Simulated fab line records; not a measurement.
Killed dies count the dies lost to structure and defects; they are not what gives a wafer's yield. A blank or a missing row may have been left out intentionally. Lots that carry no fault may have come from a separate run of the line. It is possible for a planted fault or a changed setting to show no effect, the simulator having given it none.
What tool caused it?	flow nand-harc	19 lots, 57 wafers sampled, at 6 steps of a route of 1302

## WHAT THE GAUGES READ, wafer by wafer
No reading from a measuring or inspecting step in the record can be judged against a usual standard deviation.

## EACH LOT AND THE TOOL THAT RAN IT (in order: tool; ch and the chambers of the sampled wafers; start)
lot	NHARC_A_STAIRCASE_DESCUM_11	NHARC_A_STAIRCASE_TRIM_220	NHARC_A_STAIRCASE_STRIP_238	NHARC_A_STAIRCASE_DESCUM_270	NHARC_A_STAIRCASE_ETCH_451	NHARC_A_STAIRCASE_ETCH_273
L074	rie-diel-04 ch 1,2,3, day 15 10:38	rie-diel-05 ch 2,3, day 15 19:14	plasma-asher-02 ch 0,1, day 16 00:11	rie-diel-04 ch 0,1,3, day 16 07:56	rie-diel-04 ch 1,2,3, no start	rie-diel-04 ch 1,2,3, no start
L075	rie-diel-10 ch 0,3, day 16 01:35	rie-diel-04 ch 1,2, day 16 10:17	plasma-asher-02 ch 0,1, day 16 12:33	rie-diel-04 ch 1,2, day 16 20:55	rie-diel-04 ch 1,2,3, no start	rie-diel-04 ch 0,2,3, no start
L076	rie-diel-04 ch 0,1,3, day 16 13:23	rie-diel-10 ch 1,2,3, day 16 20:52	plasma-asher-02 ch 0,1, day 16 23:07	rie-diel-10 ch 1,2, day 17 04:17	rie-diel-10 ch 0,3, no start	rie-diel-10 ch 1,2, no start
L077	rie-diel-10 ch 0,1,2, day 17 08:58	rie-diel-05 ch 2,3, day 17 16:17	plasma-asher-02 ch 0,1, day 17 18:22	rie-diel-10 ch 1,2, day 17 23:45	rie-diel-10 ch 0,1,2, no start	rie-diel-10 ch 0,3, no start
L080	rie-diel-04 ch 0,1, day 17 18:44	rie-diel-04 ch 0,1,3, day 18 04:32	plasma-asher-01 ch 0, day 18 08:11	rie-diel-05 ch 0,1, day 18 14:49	rie-diel-05 ch 0,2,3, no start	rie-diel-05 ch 0,1,2, no start
L079	rie-diel-05 ch 1,2,3, day 17 18:53	rie-diel-04 ch 1,2,3, day 18 05:12	plasma-asher-01 ch 0,1, day 18 09:10	rie-diel-04 ch 0,2,3, day 18 15:34	rie-diel-04 ch 0,1,3, no start	rie-diel-04 ch 0,2,3, no start
L081	rie-diel-10 ch 0,2,3, day 18 05:46	rie-diel-05 ch 0,1, day 18 16:56	plasma-asher-01 ch 0,1, day 18 19:30	rie-diel-04 ch 1,3, day 19 03:10	rie-diel-04 ch 1,2,3, no start	rie-diel-04 ch 2,3, no start
L082	rie-diel-05 ch 1,2, day 18 19:38	rie-diel-04 ch 0,1, day 19 03:34	plasma-asher-02 ch 0,1, day 19 06:56	rie-diel-10 ch 1,2, day 19 14:47	rie-diel-10 ch 0,1, no start	rie-diel-10 ch 2,3, no start
L083	rie-diel-05 ch 0,1,2, day 19 18:17	rie-diel-10 ch 0,2,3, day 20 03:15	plasma-asher-01 ch 0,1, day 20 05:24	rie-diel-10 ch 1,2,3, day 20 12:29	rie-diel-10 ch 2,3, no start	rie-diel-10 ch 0,3, no start
L085	rie-diel-10 ch 0,1, day 20 01:04	rie-diel-05 ch 0,3, day 20 09:58	plasma-asher-01 ch 0,1, day 20 12:02	rie-diel-10 ch 1,2,3, day 20 20:18	rie-diel-10 ch 1,2, no start	rie-diel-10 ch 0,2, no start
L086	rie-diel-04 ch 0,1,2, day 20 01:21	rie-diel-04 ch 0,2,3, day 20 09:08	plasma-asher-01 ch 0,1, day 20 11:13	rie-diel-05 ch 0,1,3, day 20 17:32	rie-diel-05 ch 1,2,3, no start	rie-diel-05 ch 0,1,3, no start
L088	rie-diel-04 ch 0,1,2, day 21 12:26	rie-diel-10 ch 0,1, day 21 20:05	plasma-asher-01 ch 0,1, day 22 01:37	rie-diel-05 ch 0,2, day 22 09:35	rie-diel-05 ch 1,3, no start	rie-diel-05 ch 0,1, no start
L089	rie-diel-04 ch 0,2,3, day 21 12:43	rie-diel-04 ch 1,2, day 21 20:27	plasma-asher-01 ch 0,1, day 21 22:40	rie-diel-10 ch 0,1, day 22 03:59	rie-diel-10 ch 0,2, no start	rie-diel-10 ch 0,3, no start
L091	rie-diel-10 ch 1,2,3, day 22 09:06	rie-diel-05 ch 0,2,3, day 22 17:44	plasma-asher-02 ch 0,1, day 22 20:10	rie-diel-05 ch 2,3, day 23 01:27	rie-diel-05 ch 2,3, no start	rie-diel-05 ch 0,3, no start
L090	rie-diel-10 ch 2,3, day 22 09:56	rie-diel-04 ch 1,3, day 22 18:57	plasma-asher-02 ch 0,1, day 22 21:02	rie-diel-10 ch 0,1,3, day 23 02:50	rie-diel-10 ch 1,3, no start	rie-diel-10 ch 0,1,3, no start
L092	rie-diel-10 ch 0,1,3, day 23 15:38	rie-diel-05 ch 0,2,3, day 23 23:21	plasma-asher-02 ch 0,1, day 24 01:29	rie-diel-04 ch 0,1,2, day 24 12:52	rie-diel-04 ch 1,2,3, no start	rie-diel-04 ch 0,1,3, no start
L095	rie-diel-04 ch 0,1,3, day 24 02:16	rie-diel-10 ch 1,2,3, day 24 09:36	plasma-asher-01 ch 0,1, day 24 14:56	rie-diel-10 ch 1,2,3, day 24 20:31	rie-diel-10 ch 1,2,3, no start	rie-diel-10 ch 0,1, no start
L094	rie-diel-10 ch 0,3, day 24 02:31	rie-diel-10 ch 0,1,2, day 24 10:01	plasma-asher-02 ch 0,1, day 24 16:04	rie-diel-04 ch 1,2, day 24 21:26	rie-diel-04 ch 1,3, no start	rie-diel-04 ch 0,2, no start
L096	rie-diel-10 ch 2,3, day 24 20:01	rie-diel-05 ch 0,2,3, day 25 05:41	plasma-asher-02 ch 0,1, day 25 09:09	rie-diel-10 ch 0,2,3, day 25 15:14	rie-diel-10 ch 1,3, no start	rie-diel-10 ch 0,2, no start
- NHARC_A_STAIRCASE_DESCUM_11: chemistry O2, time 3 s.
- NHARC_A_STAIRCASE_TRIM_220: chemistry O2, time 211.2 s.
- NHARC_A_STAIRCASE_STRIP_238: strips in O2.
- NHARC_A_STAIRCASE_DESCUM_270: chemistry O2, time 3 s.
- NHARC_A_STAIRCASE_ETCH_451: etches the open film in CF4/O2, target depth 30 nm, overetch 3 nm, time 16.5 s.
- NHARC_A_STAIRCASE_ETCH_273: etches the open film in C4F8/O2/Ar, target depth 10200 nm, time 2468.6 s.

## WHAT THE TOOLS THEMSELVES READ (means of the sampled wafers that have a number; where no wafer has one, the mark that the record gives instead)
NHARC_A_STAIRCASE_DESCUM_11. Usual: chamber-pressure-mTorr 60.00 mTorr, standard deviation 0.053; drypump-motor-current-A 5.8 A, standard deviation 0.48; oes-product-au 1.001 a.u., standard deviation 0.013; rf-vpp-V 57.6 V, standard deviation 0.81; showerhead-plenum-p-Torr 1.87 Torr, standard deviation 0.086; throttle-valve-pct 11.310 %, standard deviation 0.0088.
lot	tool	chamber-pressure-mTorr (mTorr)	drypump-motor-current-A (A)	oes-product-au (a.u.)	rf-vpp-V (V)	showerhead-plenum-p-Torr (Torr)	throttle-valve-pct (%)	flag
L074	rie-diel-04	59.99	6.3	1.000	57.4	1.91	11.306	
L075	rie-diel-10	60.01	6.1	0.999	57.8	1.87	11.314	
L076	rie-diel-04	59.98	6.2	0.991	57.8	1.91	11.307	
L077	rie-diel-10	59.98	5.6	0.997	57.4	1.85	11.303	
L080	rie-diel-04	60.01	5.7	0.998	57.8	1.85	11.311	
L079	rie-diel-05	60.03	5.4	0.994	57.6	1.93	11.307	
L081	rie-diel-10	60.01	5.9	0.991	56.6	1.82	11.306	
L082	rie-diel-05	59.98	5.4	1.024	57.7	1.87	11.314	
L083	rie-diel-05	59.98	5.5	1.010	57.5	1.89	11.317	
L085	rie-diel-10	59.99	5.5	0.995	57.2	1.91	11.313	
L086	rie-diel-04	59.98	5.9	1.008	56.8	1.84	11.308	
L088	rie-diel-04	60.02	5.9	1.001	57.4	1.84	11.309	
L089	rie-diel-04	59.98	5.8	1.004	57.1	1.84	11.316	
L091	rie-diel-10	60.00	5.6	0.998	57.4	1.88	11.304	
L090	rie-diel-10	60.02	5.9	1.002	57.7	1.86	11.311	
L092	rie-diel-10	60.02	5.8	0.992	57.5	1.88	11.307	
L095	rie-diel-04	60.03	6.2	1.010	57.7	1.89	11.308	
L094	rie-diel-10	60.04	6.1	0.991	58.3	1.81	11.314	
L096	rie-diel-10	59.99	5.7	0.998	58.1	1.80	11.305	

NHARC_A_STAIRCASE_TRIM_220. Usual: chamber-pressure-mTorr 60.00 mTorr, standard deviation 0.061; drypump-motor-current-A 5.8 A, standard deviation 0.48; oes-product-au 1.003 a.u., standard deviation 0.014; rf-vpp-V 57.8 V, standard deviation 0.91; showerhead-plenum-p-Torr 3.49 Torr, standard deviation 0.15; throttle-valve-pct 17.037 %, standard deviation 0.0088.
lot	tool	chamber-pressure-mTorr (mTorr)	drypump-motor-current-A (A)	oes-product-au (a.u.)	rf-vpp-V (V)	showerhead-plenum-p-Torr (Torr)	throttle-valve-pct (%)	flag
L074	rie-diel-05	60.00	5.6	1.004	58.3	3.68	17.037	
L075	rie-diel-04	60.00	6.3	1.011	57.8	3.52	17.036	
L076	rie-diel-10	60.03	5.6	0.997	57.8	3.49	17.037	
L077	rie-diel-05	60.00	5.6	0.986	58.5	3.67	17.034	
L080	rie-diel-04	60.07	6.2	1.007	57.7	3.52	17.043	
L079	rie-diel-04	59.97	6.3	1.022	57.4	3.52	17.034	
L081	rie-diel-05	60.03	5.4	1.005	58.5	3.48	17.037	
L082	rie-diel-04	60.00	5.7	0.997	57.5	3.41	17.038	
L083	rie-diel-10	60.01	5.9	0.998	56.8	3.36	17.033	
L085	rie-diel-05	60.01	5.7	0.982	57.8	3.71	17.038	
L086	rie-diel-04	60.04	5.9	1.001	57.6	3.41	17.036	
L088	rie-diel-10	60.00	5.9	0.991	57.5	3.40	17.039	
L089	rie-diel-04	60.01	6.1	1.017	57.7	3.40	17.035	
L091	rie-diel-05	60.00	5.7	1.001	57.8	3.59	17.043	
L090	rie-diel-04	60.00	6.6	1.006	58.9	3.59	17.034	
L092	rie-diel-05	59.98	5.7	1.003	57.4	3.58	17.033	
L095	rie-diel-10	60.03	5.6	0.989	58.0	3.46	17.040	
L094	rie-diel-10	60.00	5.6	1.000	57.0	3.39	17.032	
L096	rie-diel-05	60.00	5.7	1.002	57.8	3.58	17.039	

NHARC_A_STAIRCASE_STRIP_238. Usual: drypump-motor-current-A 5.84 A, standard deviation 0.25; heater-power-w 367 W, standard deviation 39.
lot	tool	drypump-motor-current-A (A)	heater-power-w (W)	flag
L074	plasma-asher-02	6.09	400	
L075	plasma-asher-02	6.08	397	
L076	plasma-asher-02	6.08	391	
L077	plasma-asher-02	6.10	398	
L080	plasma-asher-01	5.68	353	
L079	plasma-asher-01	5.59	325	
L081	plasma-asher-01	5.56	319	
L082	plasma-asher-02	6.08	398	
L083	plasma-asher-01	5.57	323	
L085	plasma-asher-01	5.64	339	
L086	plasma-asher-01	5.57	325	
L088	plasma-asher-01	5.62	341	
L089	plasma-asher-01	5.61	338	
L091	plasma-asher-02	6.08	402	
L090	plasma-asher-02	6.08	406	
L092	plasma-asher-02	6.11	408	
L095	plasma-asher-01	5.64	342	
L094	plasma-asher-02	6.10	399	
L096	plasma-asher-02	6.06	408	

NHARC_A_STAIRCASE_DESCUM_270. Usual: chamber-pressure-mTorr 60.00 mTorr, standard deviation 0.052; drypump-motor-current-A 5.8 A, standard deviation 0.49; oes-product-au 1.001 a.u., standard deviation 0.013; rf-vpp-V 57.6 V, standard deviation 0.9; showerhead-plenum-p-Torr 1.88 Torr, standard deviation 0.088; throttle-valve-pct 11.311 %, standard deviation 0.011.
lot	tool	chamber-pressure-mTorr (mTorr)	drypump-motor-current-A (A)	oes-product-au (a.u.)	rf-vpp-V (V)	showerhead-plenum-p-Torr (Torr)	throttle-valve-pct (%)	flag
L074	rie-diel-04	60.00	6.2	0.996	58.1	1.91	11.321	
L075	rie-diel-04	60.05	6.0	1.007	57.6	1.85	11.305	
L076	rie-diel-10	59.95	5.3	0.998	57.8	1.91	11.311	
L077	rie-diel-10	60.02	5.4	1.002	57.4	1.85	11.318	
L080	rie-diel-05	60.01	5.3	1.006	58.0	1.89	11.316	
L079	rie-diel-04	60.04	5.9	1.010	57.3	1.85	11.310	
L081	rie-diel-04	60.01	6.6	1.015	58.2	1.96	11.304	
L082	rie-diel-10	60.01	5.4	1.013	56.9	1.84	11.318	
L083	rie-diel-10	60.00	5.6	1.011	57.6	1.88	11.302	
L085	rie-diel-10	60.02	5.6	1.000	57.6	1.88	11.304	
L086	rie-diel-05	59.99	5.5	0.998	58.3	1.95	11.314	
L088	rie-diel-05	59.94	5.7	1.008	56.9	1.89	11.312	
L089	rie-diel-10	59.98	5.8	0.989	57.8	1.84	11.313	
L091	rie-diel-05	59.98	5.6	0.998	57.6	1.92	11.310	
L090	rie-diel-10	60.01	5.8	0.989	57.5	1.88	11.309	
L092	rie-diel-04	60.02	5.9	0.998	57.1	1.84	11.323	
L095	rie-diel-10	59.99	5.6	0.995	58.5	1.87	11.315	
L094	rie-diel-04	60.00	6.1	0.995	57.5	1.83	11.310	
L096	rie-diel-10	60.03	5.9	0.997	56.8	1.80	11.308	

NHARC_A_STAIRCASE_ETCH_451. Usual: chamber-pressure-mTorr 30.000 mTorr (standard deviation 0.027); drypump-motor-current-A 5.8 A (standard deviation 0.48); oes_o_777_au 0.999 a.u. (standard deviation 0.0044); oes-product-au 1.001 a.u. (standard deviation 0.013); rf-vpp-V 197.3 V (standard deviation 1.5); showerhead-plenum-p-Torr 1.31 Torr (standard deviation 0.062); throttle-valve-pct 13.396 % (standard deviation 0.0085).
lot	tool	chamber-pressure-mTorr (mTorr)	drypump-motor-current-A (A)	oes_o_777_au (a.u.)	oes-product-au (a.u.)	rf-vpp-V (V)	showerhead-plenum-p-Torr (Torr)	throttle-valve-pct (%)	flag
L074	rie-diel-04	30.024	6.3	0.999	1.009	198.0	1.33	13.395	
L075	rie-diel-04	30.034	6.3	1.001	1.005	197.8	1.33	13.398	
L076	rie-diel-10	30.006	6.1	1.004	0.999	196.3	1.28	13.389	
L077	rie-diel-10	29.994	5.6	0.994	1.001	196.9	1.29	13.387	
L080	rie-diel-05	30.021	5.7	1.004	0.992	198.3	1.37	13.393	
L079	rie-diel-04	29.983	6.2	1.000	1.003	197.6	1.33	13.402	
L081	rie-diel-04	30.025	6.3	1.002	1.014	198.1	1.33	13.398	
L082	rie-diel-10	29.996	5.8	0.998	0.979	197.0	1.29	13.398	
L083	rie-diel-10	29.990	5.7	0.999	1.016	196.0	1.27	13.400	
L085	rie-diel-10	29.992	5.4	0.998	1.011	197.3	1.29	13.395	
L086	rie-diel-05	29.991	5.4	0.998	0.998	197.6	1.34	13.391	
L088	rie-diel-05	29.986	5.4	1.000	0.991	198.8	1.38	13.396	
L089	rie-diel-10	30.011	5.9	0.996	1.010	196.0	1.24	13.397	
L091	rie-diel-05	30.002	5.6	0.995	0.988	198.6	1.39	13.404	
L090	rie-diel-10	30.028	5.5	1.001	0.983	198.4	1.35	13.397	
L092	rie-diel-04	30.012	6.3	0.997	1.003	197.5	1.32	13.401	
L095	rie-diel-10	29.991	5.6	1.005	0.993	197.4	1.31	13.397	
L094	rie-diel-04	29.999	6.6	1.001	1.010	197.4	1.36	13.392	
L096	rie-diel-10	29.984	5.8	1.005	0.993	197.5	1.34	13.402	

NHARC_A_STAIRCASE_ETCH_273. Usual: chamber-pressure-mTorr 25.003 mTorr, standard deviation 0.023; oes-product-au 0.935 a.u., standard deviation 0.014; rf-vpp-V 1822 V, standard deviation 11.
lot	tool	chamber-pressure-mTorr (mTorr)	oes-product-au (a.u.)	rf-vpp-V (V)	flag
L074	rie-diel-04	24.989	0.942	1827	
L075	rie-diel-04	25.007	0.946	1819	
L076	rie-diel-10	25.025	0.938	1819	
L077	rie-diel-10	25.003	0.916	1821	
L080	rie-diel-05	24.982	0.943	1824	
L079	rie-diel-04	24.979	0.956	1818	
L081	rie-diel-04	24.998	0.949	1818	
L082	rie-diel-10	25.010	0.929	1820	
L083	rie-diel-10	24.994	0.928	1820	
L085	rie-diel-10	24.998	0.923	1809	
L086	rie-diel-05	25.020	0.934	1832	
L088	rie-diel-05	25.002	0.951	1826	
L089	rie-diel-10	24.988	0.936	1820	
L091	rie-diel-05	25.001	0.936	1838	
L090	rie-diel-10	25.006	0.920	1823	
L092	rie-diel-04	25.011	0.929	1824	
L095	rie-diel-10	25.003	0.912	1816	
L094	rie-diel-04	24.996	0.927	1809	
L096	rie-diel-10	25.011	0.920	1807	

## THE ANSWER, worked out from the rows above alone
Rule: take the mean of a lot's wafers that have a number; if it is more than 3 standard deviations from the usual mean, the lot is off. Also off: a lot with no number at a reading for which 4 or more lots have one. All remaining lots with rows at the step are treated as sound. Order of review: gauges by route order, followed by the tools' own readings, for which a lot's mean as printed above is used. The first step at which some lot is off is used, and at that step the reading that is off furthest; a lot without a number counts as furthest.
No lot is off at any reading shown: from this, nothing can be told.

## WHAT WAS PUT IN BY THE SIMULATOR
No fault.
